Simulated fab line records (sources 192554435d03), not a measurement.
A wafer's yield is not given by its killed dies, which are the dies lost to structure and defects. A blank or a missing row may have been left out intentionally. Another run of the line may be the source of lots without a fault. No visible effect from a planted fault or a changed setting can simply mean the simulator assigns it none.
Which of the tools did it? ; flow n5_finfet ; 22 lots, 66 wafers sampled, at 1 step of a route of 1938

== WHAT THE GAUGES SHOWED, per wafer ==
N5_START_INSPECT_01: inspects for defects (unpatterned scan).
lot;measured;on;raw_defect_count
L074;day 1 12:02;defect_inspect-02;7 3 6
L075;day 1 18:02;defect_inspect-02;7 6 8
L076;day 2 00:02;defect_inspect-01;8 6 2
L077;day 2 06:02;defect_inspect-01;11 4 0
L078;day 2 12:02;defect_inspect-02;3 3 10
L079;day 2 18:02;defect_inspect-02;6 6 7
L080;day 3 00:02;defect_inspect-01;4 8 4
L082;day 3 12:02;defect_inspect-02;5 4 7
L083;day 3 18:02;defect_inspect-01;5 4 7
L084;day 4 00:02;defect_inspect-01;3 7 10
L085;day 4 06:02;defect_inspect-01;5 1 2
L086;day 4 12:02;defect_inspect-01;7 2 4
L087;day 4 18:02;defect_inspect-01;4 8 9
L088;day 5 00:16;defect_inspect-01;1 7 8
L089;day 5 06:02;defect_inspect-01;7 8 4
L090;day 5 12:02;defect_inspect-01;4 6 4
L092;day 6 00:02;defect_inspect-01;10 2 8
L093;day 6 06:02;defect_inspect-02;6 11 5
L094;day 6 12:02;defect_inspect-01;5 6 5
L095;day 6 18:02;defect_inspect-01;1 8 4
L096;day 7 00:02;defect_inspect-01;2 3 5
L097;day 7 06:02;defect_inspect-01;6 5 5

== TOOL THAT RAN EACH LOT (tool first, then ch and the chambers of the sampled wafers, then the start) ==
Before these readings, the record contains no process step.

== AS READ BY THE TOOLS THEMSELVES (means over the sampled wafers that have a number; for cases with no such wafer, the mark the record gives instead) ==
The record holds no such reading with a usual standard deviation.

== THE ANSWER, worked out from the rows above alone ==
Rule: what is usual is taken from the lots themselves. The widest of any qualifying gaps counts: lots, ordered by their means at a reading, are off when they make up no more than a third of the lots, leave a main group of 4 or more, and stand apart from it by 3 or more times the standard deviation of that group's means. A main group is skipped when, at the precision printed for the reading in the tables above, its means are all equal. A lot without any number at a reading at which 4 lots or more have one is off too. All remaining lots with rows at the step are treated as sound. First the gauges in route order, then the tools' own readings, where a lot's mean is used as printed above. At the first step where some lot is off, the reading lying furthest off is the one used; lots without a number count as furthest.
Nothing can be told from this: no lot is off at any reading shown.

== WHAT WAS PUT IN BY THE SIMULATOR ==
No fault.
